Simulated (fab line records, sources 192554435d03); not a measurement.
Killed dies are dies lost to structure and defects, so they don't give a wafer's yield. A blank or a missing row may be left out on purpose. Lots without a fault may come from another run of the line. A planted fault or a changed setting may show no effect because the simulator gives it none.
Chamber matching | flow n5_finfet | N5_BEOL_M5_ETCH_75 on rie_diel-06: 4 sister chambers
The step etches underlayer in N2/H2, target depth 6.5 nm, time 5.2 s. 14 wafers are shown with their chamber, then 7 later ones without.

WAFERS WITH THEIR CHAMBER
wafer  | chamber | throttle_valve_pct (%) | showerhead_plenum_p_Torr (Torr) | oes_product_au (a.u.)
L074.1 | 3       | 17.8                   | 2.67                            | 0.73
L074.2 | 2       | 18.2                   | 2.53                            | 0.60
L074.3 | 1       | 17.3                   | 2.58                            | 0.75
L081.1 | 3       | 17.8                   | 2.67                            | 0.71
L081.2 | 2       | 18.2                   | 2.52                            | 0.60
L081.5 | 2       | 18.2                   | 2.52                            | 0.61
L087.1 | 3       | 17.8                   | 2.66                            | 0.70
L087.2 | 1       | 17.3                   | 2.57                            | 0.72
L087.3 | 0       | 17.7                   | 2.46                            | 0.73
L087.4 | 2       | 18.3                   | 2.51                            | 0.61
L087.5 | 2       | 18.2                   | 2.51                            | 0.60
L087.6 | 1       | 17.3                   | 2.57                            | 0.72
L089.3 | 2       | 18.2                   | 2.51                            | 0.59
L089.4 | 3       | 17.8                   | 2.66                            | 0.70

SIGNATURES (means of the wafers above)
reading                  | chamber 0 | chamber 1 | chamber 2 | chamber 3 | scatter within a chamber
throttle_valve_pct       | 17.700    | 17.300    | 18.217    | 17.800    | 0.0289
showerhead_plenum_p_Torr | 2.4600    | 2.5733    | 2.5167    | 2.6650    | 0.00707
oes_product_au           | 0.7300    | 0.7300    | 0.6017    | 0.7100    | 0.0122
Rule: a wafer's distance from a chamber is the root of the sum, over the readings, of the square of ((its reading less the chamber's mean) divided by the reading's scatter). The wafer belongs to the nearest chamber; if the next one is less than 2 further off, it can't be placed. The scatter: the root of (the sum of the squares of (reading less its chamber's mean) over the shown wafers, divided by (wafers less chambers)).

WAFERS WITHOUT THEIR CHAMBER
wafer  | throttle_valve_pct (%) | showerhead_plenum_p_Torr (Torr) | oes_product_au (a.u.)
L089.5 | 17.3                   | 2.57                            | 0.72
L092.1 | 17.8                   | 2.66                            | 0.69
L092.2 | 18.2                   | 2.51                            | 0.59
L092.3 | 17.4                   | 2.56                            | 0.71
L092.4 | 17.7                   | 2.46                            | 0.73
L092.5 | 17.7                   | 2.46                            | 0.73
L092.6 | 17.8                   | 2.66                            | 0.69

WHICH CHAMBER EACH WENT THROUGH
wafer  | from the rows above | in truth
L089.5 | 1                   | 1
L092.1 | 3                   | 3
L092.2 | 2                   | 2
L092.3 | 1                   | 1
L092.4 | 0                   | 0
L092.5 | 0                   | 0
L092.6 | 3                   | 3
Placed correctly: 7 of 7. Can't be placed from these rows: 0. Placed wrongly: 0.
